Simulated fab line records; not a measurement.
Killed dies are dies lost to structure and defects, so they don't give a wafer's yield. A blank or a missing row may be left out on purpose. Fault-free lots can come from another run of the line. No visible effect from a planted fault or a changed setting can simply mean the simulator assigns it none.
Matching of chambers -- flow n5-finfet -- pecvd-01 running N5_BEOL_M3_DEP_57: 3 sister chambers
The step deposits SiCN from 3MS/NH3, target thk 8 nm, time 14 s. 3 wafers are shown with their chamber, then 12 later ones without.

== EACH WAFER AND ITS CHAMBER ==
wafer,chamber,throttle-valve-pct (%)
L092.1,1,8.6
L092.2,0,9.7
L092.3,2,8.8

== WAFERS WITHOUT THEIR CHAMBER ==
wafer,throttle-valve-pct (%)
L092.4,8.9
L092.5,8.7
L092.6,9.8
L095.1,8.8
L095.2,9.8
L095.3,8.7
L095.4,8.8
L095.5,8.6
L095.6,9.9
L096.1,8.6
L096.4,8.7
L096.5,10.0

== WHICH CHAMBER EACH WENT THROUGH ==
wafer,from the rows above,in truth
L092.4,can't be placed: 2 or 1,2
L092.5,can't be placed: 1 or 2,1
L092.6,0,0
L095.1,can't be placed: 2 or 1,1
L095.2,0,0
L095.3,can't be placed: 1 or 2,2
L095.4,can't be placed: 2 or 1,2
L095.5,can't be placed: 1 or 2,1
L095.6,0,0
L096.1,can't be placed: 1 or 2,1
L096.4,can't be placed: 1 or 2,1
L096.5,0,0
Placed correctly: 4 of 12. Not placeable from these rows: 8 (in 8, the candidates include the true chamber). Number placed wrongly: 0.
How it was worked out, from the rows above alone: a wafer's distance from a chamber is the root of the sum, over the readings, of the square of ((its reading less the chamber's mean) divided by the reading's scatter). The wafer belongs to the nearest chamber; if the next one is less than 2 further off, it can't be placed. For every chamber, the mean is computed from those of its wafers that are shown. The scatter (one wafer shown for each chamber): square how far every hidden wafer sits from the nearest shown wafer, average those squares and take the square root.
